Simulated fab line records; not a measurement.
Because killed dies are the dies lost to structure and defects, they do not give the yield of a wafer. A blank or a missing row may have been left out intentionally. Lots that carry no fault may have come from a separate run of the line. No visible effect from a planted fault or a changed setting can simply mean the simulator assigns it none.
Which tool was responsible? + flow nand harc + 24 lots, 72 wafers sampled, at 6 steps of a route of 1302

== WHAT EACH GAUGE READ, for each wafer ==
The record lacks any reading of a measuring or inspecting step that a usual standard deviation could be used to judge.

== EACH LOT AND THE TOOL THAT RAN IT (in order: tool; ch and the chambers of the sampled wafers; start) ==
| lot  | NHARC_A_STAIRCASE_ETCH_197     | NHARC_A_STAIRCASE_ETCH_199     | NHARC_A_STAIRCASE_ETCH_203     | NHARC_A_STAIRCASE_ETCH_223     | NHARC_A_STAIRCASE_ETCH_227     | NHARC_A_STAIRCASE_ETCH_234     |
|------|--------------------------------|--------------------------------|--------------------------------|--------------------------------|--------------------------------|--------------------------------|
| L074 | rie diel-07 ch 1,2, no start   | rie diel-07 ch 1,2, no start   | rie diel-07 ch 0,1,2, no start | rie diel-06 ch 1,3, no start   | rie diel-06 ch 0,3, no start   | rie diel-06 ch 2,3, no start   |
| L075 | rie diel-07 ch 0,3, no start   | rie diel-07 ch 0,1,3, no start | rie diel-07 ch 0,1,2, no start | rie diel-06 ch 0,1,3, no start | rie diel-06 ch 1,2,3, no start | rie diel-07 ch 0,1, no start   |
| L076 | rie diel-06 ch 0,1,2, no start | rie diel-06 ch 0,2,3, no start | rie diel-06 ch 0,1,3, no start | rie diel-07 ch 0,1,2, no start | rie diel-07 ch 0,1,2, no start | rie diel-07 ch 0,1,2, no start |
| L077 | rie diel-07 ch 0,2,3, no start | rie diel-07 ch 0,2,3, no start | rie diel-07 ch 0,2,3, no start | rie diel-04 ch 0,1,2, no start | rie diel-04 ch 0,1, no start   | rie diel-06 ch 1,2,3, no start |
| L078 | rie diel-07 ch 0,3, no start   | rie diel-07 ch 2,3, no start   | rie diel-07 ch 0,1,2, no start | rie diel-07 ch 0,2, no start   | rie diel-07 ch 1,2, no start   | rie diel-07 ch 2,3, no start   |
| L079 | rie diel-04 ch 1,2, no start   | rie diel-04 ch 0,2, no start   | rie diel-04 ch 0,1,2, no start | rie diel-07 ch 0,1,2, no start | rie diel-07 ch 0,1,3, no start | rie diel-06 ch 0,2, no start   |
| L080 | rie diel-06 ch 1,2,3, no start | rie diel-06 ch 0,2,3, no start | rie diel-06 ch 0,1,2, no start | rie diel-07 ch 1,2,3, no start | rie diel-07 ch 0,2,3, no start | rie diel-07 ch 1,2,3, no start |
| L081 | rie diel-06 ch 0,3, no start   | rie diel-06 ch 0,1,3, no start | rie diel-06 ch 1,2,3, no start | rie diel-06 ch 0,1,2, no start | rie diel-06 ch 0,1,3, no start | rie diel-06 ch 0,1, no start   |
| L082 | rie diel-06 ch 0,2, no start   | rie diel-06 ch 1,2,3, no start | rie diel-06 ch 1,2,3, no start | rie diel-04 ch 2,3, no start   | rie diel-04 ch 1,2, no start   | rie diel-07 ch 2, no start     |
| L084 | rie diel-04 ch 1,2,3, no start | rie diel-04 ch 0,2,3, no start | rie diel-04 ch 0,2,3, no start | rie diel-04 ch 0,1,3, no start | rie diel-04 ch 0,2, no start   | rie diel-06 ch 0,2, no start   |
| L085 | rie diel-07 ch 1,3, no start   | rie diel-07 ch 1,3, no start   | rie diel-07 ch 2,3, no start   | rie diel-07 ch 0,2,3, no start | rie diel-07 ch 2,3, no start   | rie diel-04 ch 0,1, no start   |
| L083 | rie diel-06 ch 0,1,3, no start | rie diel-06 ch 0,2,3, no start | rie diel-06 ch 0,2,3, no start | rie diel-07 ch 0,2,3, no start | rie diel-07 ch 0,1,2, no start | rie diel-06 ch 0,2,3, no start |
| L086 | rie diel-06 ch 0,1,2, no start | rie diel-06 ch 0,1, no start   | rie diel-06 ch 1,3, no start   | rie diel-04 ch 1,2,3, no start | rie diel-04 ch 0,2,3, no start | rie diel-04 ch 0,2, no start   |
| L087 | rie diel-07 ch 0,2,3, no start | rie diel-07 ch 1,2,3, no start | rie diel-07 ch 0,1,3, no start | rie diel-06 ch 0,2,3, no start | rie diel-06 ch 0,2,3, no start | rie diel-04 ch 0,1,2, no start |
| L089 | rie diel-04 ch 0,1, no start   | rie diel-04 ch 0,1, no start   | rie diel-04 ch 0,1,3, no start | rie diel-04 ch 1,3, no start   | rie diel-04 ch 0,1,3, no start | rie diel-06 ch 0,3, no start   |
| L088 | rie diel-07 ch 1,2,3, no start | rie diel-07 ch 0,3, no start   | rie diel-07 ch 0,2,3, no start | rie diel-07 ch 0,1,2, no start | rie diel-07 ch 0,1,2, no start | rie diel-07 ch 1,2,3, no start |
| L090 | rie diel-04 ch 1,2,3, no start | rie diel-04 ch 1,2, no start   | rie diel-04 ch 0,1,3, no start | rie diel-07 ch 1,3, no start   | rie diel-07 ch 0,1, no start   | rie diel-07 ch 0,2, no start   |
| L091 | rie diel-06 ch 0,1,3, no start | rie diel-06 ch 1,2, no start   | rie diel-06 ch 0,2,3, no start | rie diel-07 ch 0,1,2, no start | rie diel-07 ch 0,2, no start   | rie diel-06 ch 0,1,2, no start |
| L092 | rie diel-06 ch 1,2,3, no start | rie diel-06 ch 0,1,2, no start | rie diel-06 ch 0,1,3, no start | rie diel-07 ch 1,2,3, no start | rie diel-07 ch 1,2,3, no start | rie diel-07 ch 1,2,3, no start |
| L093 | rie diel-06 ch 1,2, no start   | rie diel-06 ch 0,1,3, no start | rie diel-06 ch 1,2, no start   | rie diel-06 ch 0,1, no start   | rie diel-06 ch 0,1,2, no start | rie diel-07 ch 0,2, no start   |
| L094 | rie diel-06 ch 0,1,2, no start | rie diel-06 ch 0,1,2, no start | rie diel-06 ch 0,3, no start   | rie diel-04 ch 0,3, no start   | rie diel-04 ch 2,3, no start   | rie diel-06 ch 1,2, no start   |
| L095 | rie diel-04 ch 1,3, no start   | rie diel-04 ch 2,3, no start   | rie diel-04 ch 2,3, no start   | rie diel-06 ch 0,1,2, no start | rie diel-06 ch 1,3, no start   | rie diel-04 ch 0,1, no start   |
| L096 | rie diel-06 ch 0,1,3, no start | rie diel-06 ch 0,1,3, no start | rie diel-06 ch 1,2,3, no start | rie diel-07 ch 0,1,2, no start | rie diel-07 ch 2,3, no start   | rie diel-04 ch 0,1,3, no start |
| L097 | rie diel-07 ch 0,2,3, no start | rie diel-07 ch 0,1,3, no start | rie diel-07 ch 2,3, no start   | rie diel-07 ch 1,2,3, no start | rie diel-07 ch 0,2, no start   | rie diel-06 ch 0,1,3, no start |
- NHARC_A_STAIRCASE_ETCH_197: etches the open film in C4F8/O2, target depth 100 nm, time 40.5 s.
- NHARC_A_STAIRCASE_ETCH_199: etches the open film in C4F8/O2, target depth 100 nm, time 40.5 s.
- NHARC_A_STAIRCASE_ETCH_203: etches the open film in C4F8/O2, target depth 100 nm, time 40.5 s.
- NHARC_A_STAIRCASE_ETCH_223: etches the open film in C4F8/O2, target depth 100 nm, time 40.5 s.
- NHARC_A_STAIRCASE_ETCH_227: etches the open film in C4F8/O2, target depth 100 nm, time 40.5 s.
- NHARC_A_STAIRCASE_ETCH_234: etches the open film in C4F8/O2, target depth 100 nm, time 40.5 s.

== WHAT THE TOOLS THEMSELVES READ (means of the sampled wafers that have a number; where no wafer has one, the mark that the record gives instead) ==
NHARC_A_STAIRCASE_ETCH_197. Usual: oes product au 0.952 a.u., standard deviation 0.015; rf vpp V 893 V, standard deviation 6.3.
| lot  | tool        | oes product au (a.u.) | rf vpp V (V) | flag |
|------|-------------|-----------------------|--------------|------|
| L074 | rie diel-07 | 0.932                 | 891          |      |
| L075 | rie diel-07 | 0.970                 | 890          |      |
| L076 | rie diel-06 | 0.951                 | 898          |      |
| L077 | rie diel-07 | 0.974                 | 888          |      |
| L078 | rie diel-07 | 0.940                 | 888          |      |
| L079 | rie diel-04 | 0.950                 | 890          |      |
| L080 | rie diel-06 | 0.956                 | 899          |      |
| L081 | rie diel-06 | 0.955                 | 890          |      |
| L082 | rie diel-06 | 0.932                 | 893          |      |
| L084 | rie diel-04 | 0.925                 | 892          |      |
| L085 | rie diel-07 | 0.970                 | 893          |      |
| L083 | rie diel-06 | 0.974                 | 895          |      |
| L086 | rie diel-06 | 0.970                 | 898          |      |
| L087 | rie diel-07 | 0.966                 | 894          |      |
| L089 | rie diel-04 | 0.959                 | 889          |      |
| L088 | rie diel-07 | 0.975                 | 897          |      |
| L090 | rie diel-04 | 0.937                 | 890          |      |
| L091 | rie diel-06 | 0.938                 | 896          |      |
| L092 | rie diel-06 | 0.952                 | 897          |      |
| L093 | rie diel-06 | 0.954                 | 902          |      |
| L094 | rie diel-06 | 0.962                 | 897          |      |
| L095 | rie diel-04 | 0.947                 | 891          |      |
| L096 | rie diel-06 | 0.949                 | 896          |      |
| L097 | rie diel-07 | 0.944                 | 893          |      |

NHARC_A_STAIRCASE_ETCH_199. Usual: oes product au 0.949 a.u., standard deviation 0.011; rf vpp V 894 V, standard deviation 6.3.
| lot  | tool        | oes product au (a.u.) | rf vpp V (V) | flag |
|------|-------------|-----------------------|--------------|------|
| L074 | rie diel-07 | 0.933                 | 895          |      |
| L075 | rie diel-07 | 0.958                 | 893          |      |
| L076 | rie diel-06 | 0.945                 | 894          |      |
| L077 | rie diel-07 | 0.961                 | 888          |      |
| L078 | rie diel-07 | 0.937                 | 889          |      |
| L079 | rie diel-04 | 0.941                 | 889          |      |
| L080 | rie diel-06 | 0.949                 | 893          |      |
| L081 | rie diel-06 | 0.949                 | 896          |      |
| L082 | rie diel-06 | 0.941                 | 898          |      |
| L084 | rie diel-04 | 0.934                 | 891          |      |
| L085 | rie diel-07 | 0.949                 | 896          |      |
| L083 | rie diel-06 | 0.965                 | 893          |      |
| L086 | rie diel-06 | 0.953                 | 899          |      |
| L087 | rie diel-07 | 0.957                 | 898          |      |
| L089 | rie diel-04 | 0.955                 | 890          |      |
| L088 | rie diel-07 | 0.962                 | 888          |      |
| L090 | rie diel-04 | 0.942                 | 890          |      |
| L091 | rie diel-06 | 0.943                 | 903          |      |
| L092 | rie diel-06 | 0.932                 | 897          |      |
| L093 | rie diel-06 | 0.949                 | 895          |      |
| L094 | rie diel-06 | 0.958                 | 897          |      |
| L095 | rie diel-04 | 0.945                 | 891          |      |
| L096 | rie diel-06 | 0.952                 | 895          |      |
| L097 | rie diel-07 | 0.946                 | 891          |      |

NHARC_A_STAIRCASE_ETCH_203. Usual: oes product au 0.945 a.u., standard deviation 0.0088; rf vpp V 894 V, standard deviation 6.2.
| lot  | tool        | oes product au (a.u.) | rf vpp V (V) | flag |
|------|-------------|-----------------------|--------------|------|
| L074 | rie diel-07 | 0.932                 | 891          |      |
| L075 | rie diel-07 | 0.931                 | 891          |      |
| L076 | rie diel-06 | 0.955                 | 896          |      |
| L077 | rie diel-07 | 0.948                 | 888          |      |
| L078 | rie diel-07 | 0.930                 | 891          |      |
| L079 | rie diel-04 | 0.949                 | 889          |      |
| L080 | rie diel-06 | 0.946                 | 898          |      |
| L081 | rie diel-06 | 0.950                 | 900          |      |
| L082 | rie diel-06 | 0.951                 | 898          |      |
| L084 | rie diel-04 | 0.955                 | 890          |      |
| L085 | rie diel-07 | 0.950                 | 888          |      |
| L083 | rie diel-06 | 0.952                 | 892          |      |
| L086 | rie diel-06 | 0.957                 | 896          |      |
| L087 | rie diel-07 | 0.948                 | 892          |      |
| L089 | rie diel-04 | 0.944                 | 891          |      |
| L088 | rie diel-07 | 0.944                 | 893          |      |
| L090 | rie diel-04 | 0.946                 | 890          |      |
| L091 | rie diel-06 | 0.938                 | 893          |      |
| L092 | rie diel-06 | 0.933                 | 895          |      |
| L093 | rie diel-06 | 0.947                 | 902          |      |
| L094 | rie diel-06 | 0.944                 | 890          |      |
| L095 | rie diel-04 | 0.951                 | 891          |      |
| L096 | rie diel-06 | 0.949                 | 898          |      |
| L097 | rie diel-07 | 0.948                 | 900          |      |

NHARC_A_STAIRCASE_ETCH_223. Usual: oes product au 0.944 a.u., standard deviation 0.0094; rf vpp V 894 V, standard deviation 6.5.
| lot  | tool        | oes product au (a.u.) | rf vpp V (V) | flag |
|------|-------------|-----------------------|--------------|------|
| L074 | rie diel-06 | 0.958                 | 902          |      |
| L075 | rie diel-06 | 0.942                 | 896          |      |
| L076 | rie diel-07 | 0.935                 | 892          |      |
| L077 | rie diel-04 | 0.945                 | 891          |      |
| L078 | rie diel-07 | 0.942                 | 887          |      |
| L079 | rie diel-07 | 0.943                 | 891          |      |
| L080 | rie diel-07 | 0.937                 | 892          |      |
| L081 | rie diel-06 | 0.947                 | 898          |      |
| L082 | rie diel-04 | 0.943                 | 892          |      |
| L084 | rie diel-04 | 0.941                 | 890          |      |
| L085 | rie diel-07 | 0.942                 | 888          |      |
| L083 | rie diel-07 | 0.942                 | 887          |      |
| L086 | rie diel-04 | 0.938                 | 891          |      |
| L087 | rie diel-06 | 0.963                 | 893          |      |
| L089 | rie diel-04 | 0.937                 | 893          |      |
| L088 | rie diel-07 | 0.937                 | 897          |      |
| L090 | rie diel-07 | 0.953                 | 895          |      |
| L091 | rie diel-07 | 0.955                 | 897          |      |
| L092 | rie diel-07 | 0.945                 | 898          |      |
| L093 | rie diel-06 | 0.945                 | 899          |      |
| L094 | rie diel-04 | 0.941                 | 902          |      |
| L095 | rie diel-06 | 0.952                 | 897          |      |
| L096 | rie diel-07 | 0.930                 | 897          |      |
| L097 | rie diel-07 | 0.939                 | 898          |      |

NHARC_A_STAIRCASE_ETCH_227. Usual: oes product au 0.944 a.u., standard deviation 0.0078; rf vpp V 893 V, standard deviation 6.4.
| lot  | tool        | oes product au (a.u.) | rf vpp V (V) | flag |
|------|-------------|-----------------------|--------------|------|
| L074 | rie diel-06 | 0.954                 | 892          |      |
| L075 | rie diel-06 | 0.942                 | 900          |      |
| L076 | rie diel-07 | 0.938                 | 892          |      |
| L077 | rie diel-04 | 0.941                 | 889          |      |
| L078 | rie diel-07 | 0.949                 | 892          |      |
| L079 | rie diel-07 | 0.935                 | 892          |      |
| L080 | rie diel-07 | 0.942                 | 889          |      |
| L081 | rie diel-06 | 0.948                 | 896          |      |
| L082 | rie diel-04 | 0.939                 | 889          |      |
| L084 | rie diel-04 | 0.935                 | 889          |      |
| L085 | rie diel-07 | 0.949                 | 888          |      |
| L083 | rie diel-07 | 0.948                 | 890          |      |
| L086 | rie diel-04 | 0.947                 | 892          |      |
| L087 | rie diel-06 | 0.952                 | 894          |      |
| L089 | rie diel-04 | 0.942                 | 890          |      |
| L088 | rie diel-07 | 0.940                 | 897          |      |
| L090 | rie diel-07 | 0.946                 | 891          |      |
| L091 | rie diel-07 | 0.945                 | 899          |      |
| L092 | rie diel-07 | 0.952                 | 897          |      |
| L093 | rie diel-06 | 0.945                 | 897          |      |
| L094 | rie diel-04 | 0.950                 | 892          |      |
| L095 | rie diel-06 | 0.949                 | 896          |      |
| L096 | rie diel-07 | 0.946                 | 895          |      |
| L097 | rie diel-07 | 0.943                 | 899          |      |

NHARC_A_STAIRCASE_ETCH_234. Usual: oes product au 0.943 a.u., standard deviation 0.0098; rf vpp V 894 V, standard deviation 6.6.
| lot  | tool        | oes product au (a.u.) | rf vpp V (V) | flag |
|------|-------------|-----------------------|--------------|------|
| L074 | rie diel-06 | 0.936                 | 895          |      |
| L075 | rie diel-07 | 0.937                 | 895          |      |
| L076 | rie diel-07 | 0.933                 | 891          |      |
| L077 | rie diel-06 | 0.956                 | 899          |      |
| L078 | rie diel-07 | 0.942                 | 887          |      |
| L079 | rie diel-06 | 0.946                 | 896          |      |
| L080 | rie diel-07 | 0.948                 | 891          |      |
| L081 | rie diel-06 | 0.949                 | 895          |      |
| L082 | rie diel-07 | 0.926                 | 887          |      |
| L084 | rie diel-06 | 0.946                 | 895          |      |
| L085 | rie diel-04 | 0.947                 | 888          |      |
| L083 | rie diel-06 | 0.942                 | 893          |      |
| L086 | rie diel-04 | 0.947                 | 887          |      |
| L087 | rie diel-04 | 0.944                 | 890          |      |
| L089 | rie diel-06 | 0.952                 | 891          |      |
| L088 | rie diel-07 | 0.931                 | 898          |      |
| L090 | rie diel-07 | 0.945                 | 900          |      |
| L091 | rie diel-06 | 0.953                 | 897          |      |
| L092 | rie diel-07 | 0.950                 | 898          |      |
| L093 | rie diel-07 | 0.941                 | 899          |      |
| L094 | rie diel-06 | 0.949                 | 901          |      |
| L095 | rie diel-04 | 0.930                 | 900          |      |
| L096 | rie diel-04 | 0.942                 | 896          |      |
| L097 | rie diel-06 | 0.949                 | 895          |      |

== THE ANSWER, worked out from the rows above alone ==
Rule: a lot is off if the mean of its wafers that have a number lies more than 3 standard deviations from the usual mean. A lot without any number at a reading at which 4 lots or more have one is off too. All remaining lots with rows at the step are treated as sound. First the gauges in route order, then the tools' own readings, where a lot's mean is used as printed above. At the first step where some lot is off, the reading lying furthest off is the one used; lots without a number count as furthest.
Across all readings shown, no lot is off: no conclusion can be drawn from this.

== WHAT THE SIMULATOR HAD INSERTED ==
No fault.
